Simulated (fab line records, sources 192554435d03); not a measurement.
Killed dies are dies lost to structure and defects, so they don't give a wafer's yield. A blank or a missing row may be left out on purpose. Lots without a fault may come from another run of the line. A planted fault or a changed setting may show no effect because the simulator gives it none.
Chamber matching | flow n5_finfet | N5_FIN_SAQP_ETCH_64 on rie_si-03: 4 sister chambers
The step etches SiO2 in CF4, target depth 1.5 nm. 8 wafers are shown with their chamber, then 10 later ones without.

WAFERS WITH THEIR CHAMBER
wafer  | chamber | drypump_motor_current_A (A) | oes_product_au (a.u.)
L083.5 | 3       | 5.6                         | 0.997
L084.3 | 0       | 5.1                         | 0.923
L084.4 | 3       | 5.6                         | 0.991
L085.1 | 1       | 6.5                         | 0.970
L085.4 | 2       | 5.5                         | 1.025
L085.5 | 1       | 6.5                         | 0.961
L086.2 | 2       | 5.4                         | 1.015
L086.5 | 0       | 5.1                         | 0.935

WAFERS WITHOUT THEIR CHAMBER
wafer  | drypump_motor_current_A (A) | oes_product_au (a.u.)
L086.6 | 5.6                         | 0.989
L089.2 | 6.5                         | 0.966
L089.4 | 5.4                         | 1.020
L089.6 | 6.5                         | 0.976
L090.3 | 6.5                         | 0.966
L090.5 | 5.6                         | 0.989
L090.6 | 5.4                         | 1.017
L092.3 | 5.1                         | 0.930
L092.4 | 6.5                         | 0.969
L092.5 | 6.5                         | 0.975

WHICH CHAMBER EACH WENT THROUGH
wafer  | from the rows above | in truth
L086.6 | 3                   | 3
L089.2 | 1                   | 1
L089.4 | 2                   | 2
L089.6 | 1                   | 1
L090.3 | 1                   | 1
L090.5 | 3                   | 3
L090.6 | 2                   | 2
L092.3 | 0                   | 0
L092.4 | 1                   | 1
L092.5 | 1                   | 1
Placed correctly: 10 of 10. Can't be placed from these rows: 0. Placed wrongly: 0.
How it was worked out, from the rows above alone: a wafer's distance from a chamber is the root of the sum, over the readings, of the square of ((its reading less the chamber's mean) divided by the reading's scatter). The wafer belongs to the nearest chamber; if the next one is less than 2 further off, it can't be placed. A chamber's mean is the mean of its shown wafers. The scatter: the root of (the sum of the squares of (reading less its chamber's mean) over the shown wafers, divided by (wafers less chambers)).
